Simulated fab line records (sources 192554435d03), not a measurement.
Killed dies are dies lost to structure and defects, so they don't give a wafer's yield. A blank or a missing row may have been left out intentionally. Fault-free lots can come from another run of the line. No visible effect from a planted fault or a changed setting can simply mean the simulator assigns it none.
Chamber matching | flow n5-finfet | N5_BEOL_M8_DESCUM_16 on rie-diel-01: 4 sister chambers
The step chemistry O2, time 7.9 s. 39 wafers are shown with their chamber, then 12 later ones without.

WAFERS, EACH WITH ITS CHAMBER
wafer  | chamber | drypump-motor-current-A (A) | showerhead-plenum-p-Torr (Torr) | throttle-valve-pct (%)
L079.1 | 2       | 6.4                         | 2.22                            | 20.37
L079.2 | 1       | 5.3                         | 2.06                            | 20.32
L079.3 | 0       | 4.9                         | 2.09                            | 20.64
L079.4 | 3       | 4.9                         | 2.21                            | 20.23
L079.5 | 0       | 4.9                         | 2.09                            | 20.63
L079.6 | 3       | 4.9                         | 2.21                            | 20.23
L077.1 | 0       | 4.9                         | 2.08                            | 20.66
L077.3 | 2       | 6.4                         | 2.22                            | 20.36
L077.5 | 0       | 4.9                         | 2.08                            | 20.65
L081.3 | 2       | 6.4                         | 2.22                            | 20.37
L081.4 | 1       | 5.4                         | 2.06                            | 20.34
L081.5 | 0       | 4.9                         | 2.08                            | 20.66
L080.1 | 3       | 4.9                         | 2.21                            | 20.24
L080.2 | 2       | 6.4                         | 2.22                            | 20.36
L080.3 | 0       | 4.9                         | 2.08                            | 20.68
L080.4 | 1       | 5.3                         | 2.06                            | 20.34
L080.5 | 1       | 5.3                         | 2.06                            | 20.36
L080.6 | 2       | 6.4                         | 2.22                            | 20.35
L082.2 | 3       | 4.9                         | 2.21                            | 20.23
L082.3 | 0       | 4.9                         | 2.08                            | 20.66
L082.5 | 3       | 4.9                         | 2.21                            | 20.24
L084.1 | 1       | 5.3                         | 2.06                            | 20.37
L084.3 | 0       | 4.9                         | 2.08                            | 20.67
L084.6 | 2       | 6.4                         | 2.22                            | 20.36
L087.1 | 2       | 6.4                         | 2.21                            | 20.38
L087.2 | 1       | 5.3                         | 2.06                            | 20.35
L087.3 | 3       | 4.9                         | 2.20                            | 20.23
L087.4 | 0       | 4.9                         | 2.08                            | 20.68
L087.5 | 2       | 6.4                         | 2.21                            | 20.38
L087.6 | 3       | 4.9                         | 2.20                            | 20.24
L090.2 | 2       | 6.4                         | 2.21                            | 20.40
L090.3 | 0       | 4.9                         | 2.08                            | 20.67
L090.4 | 3       | 4.9                         | 2.20                            | 20.25
L092.2 | 2       | 6.4                         | 2.21                            | 20.39
L092.5 | 0       | 4.9                         | 2.08                            | 20.68
L092.6 | 3       | 4.9                         | 2.20                            | 20.27
L091.3 | 2       | 6.4                         | 2.21                            | 20.40
L091.5 | 1       | 5.3                         | 2.05                            | 20.34
L091.6 | 2       | 6.4                         | 2.21                            | 20.39

SIGNATURES (means of the wafers above)
reading                  | chamber 0 | chamber 1 | chamber 2 | chamber 3 | scatter within a chamber
drypump-motor-current-A  | 4.900     | 5.314     | 6.400     | 4.900     | 0.0156
showerhead-plenum-p-Torr | 2.0818    | 2.0586    | 2.2150    | 2.2056    | 0.0047
throttle-valve-pct       | 20.6618   | 20.3457   | 20.3758   | 20.2400   | 0.0159
Rule: a wafer lies at a distance from a chamber equal to the root of the sum of squares, over the readings, of (its reading less the chamber's mean, divided by the reading's scatter). The wafer belongs to the nearest chamber; if the next one is less than 2 further off, it can't be placed. The scatter: the root of (the sum of the squares of (reading less its chamber's mean) over the shown wafers, divided by (wafers less chambers)).

WAFERS MISSING THEIR CHAMBER
wafer  | drypump-motor-current-A (A) | showerhead-plenum-p-Torr (Torr) | throttle-valve-pct (%)
L093.1 | 4.9                         | 2.07                            | 20.69
L093.2 | 6.4                         | 2.21                            | 20.40
L093.3 | 4.9                         | 2.20                            | 20.27
L093.4 | 5.3                         | 2.05                            | 20.37
L093.5 | 4.9                         | 2.20                            | 20.28
L093.6 | 6.4                         | 2.21                            | 20.40
L095.2 | 6.4                         | 2.21                            | 20.42
L095.3 | 5.3                         | 2.05                            | 20.38
L095.5 | 5.3                         | 2.05                            | 20.37
L096.1 | 5.3                         | 2.05                            | 20.39
L096.3 | 6.4                         | 2.21                            | 20.42
L096.5 | 5.0                         | 2.07                            | 20.71

EACH ONE'S CHAMBER
wafer  | from the rows above | in truth
L093.1 | 0                   | 0
L093.2 | 2                   | 2
L093.3 | 3                   | 3
L093.4 | 1                   | 1
L093.5 | 3                   | 3
L093.6 | 2                   | 2
L095.2 | 2                   | 2
L095.3 | 1                   | 1
L095.5 | 1                   | 1
L096.1 | 1                   | 1
L096.3 | 2                   | 2
L096.5 | 0                   | 0
12 of 12 placed correctly. Can't be placed from these rows: 0. Wrongly placed: 0.
